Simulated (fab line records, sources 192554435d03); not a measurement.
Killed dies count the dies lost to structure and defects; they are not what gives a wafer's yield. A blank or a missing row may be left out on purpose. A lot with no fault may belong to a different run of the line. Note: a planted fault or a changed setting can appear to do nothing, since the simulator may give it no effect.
Matching of chambers + flow n5_finfet + N5_MOL_CONTACT_COAG_ALD_27 on ald_sin-03 has 4 sister chambers
The step deposits SiOC, target thk 17 nm, pulse time 1.5 s, time 2720 s. 8 wafers are shown with their chamber, then 6 later ones without.

## WAFERS PAIRED WITH THEIR CHAMBERS
| wafer  | chamber | heater_power_w (W) | precursor_pulse_height_rel |
|--------|---------|--------------------|----------------------------|
| L566.6 | 0       | 869                | 1.013                      |
| L567.3 | 2       | 890                | 1.015                      |
| L569.3 | 3       | 852                | 1.005                      |
| L569.5 | 2       | 881                | 0.997                      |
| L571.4 | 0       | 924                | 0.989                      |
| L571.5 | 1       | 749                | 1.011                      |
| L574.1 | 3       | 846                | 1.021                      |
| L574.4 | 1       | 757                | 1.019                      |

## WAFERS MISSING THEIR CHAMBER
| wafer  | heater_power_w (W) | precursor_pulse_height_rel |
|--------|--------------------|----------------------------|
| L574.6 | 916                | 1.027                      |
| L578.1 | 761                | 1.056                      |
| L578.2 | 858                | 0.994                      |
| L578.4 | 901                | 1.013                      |
| L579.1 | 861                | 1.009                      |
| L579.3 | 897                | 1.013                      |

## THE CHAMBER EACH PASSED THROUGH
| wafer  | from the rows above          | in truth |
|--------|------------------------------|----------|
| L574.6 | can't be placed: 2 or 0 or 3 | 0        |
| L578.1 | 1                            | 1        |
| L578.2 | can't be placed: 3 or 2 or 0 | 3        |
| L578.4 | can't be placed: 2 or 0 or 3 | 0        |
| L579.1 | can't be placed: 3 or 2 or 0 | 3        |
| L579.3 | can't be placed: 2 or 0 or 3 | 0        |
Placed correctly: 1 of 6. Can't be placed from these rows: 5 (the true chamber is among the candidates in 5). Placed wrongly: 0.
How it was worked out, from the rows above alone: a wafer's distance from a chamber is the root of the sum, over the readings, of the square of ((its reading less the chamber's mean) divided by the reading's scatter). The wafer belongs to the nearest chamber; if the next one is less than 2 further off, it can't be placed. Each chamber's mean is taken over the wafers shown for it. How the scatter is found: for the shown wafers, subtract from each reading the mean of its chamber, square and add these, divide the total by (wafers less chambers), then take the root.
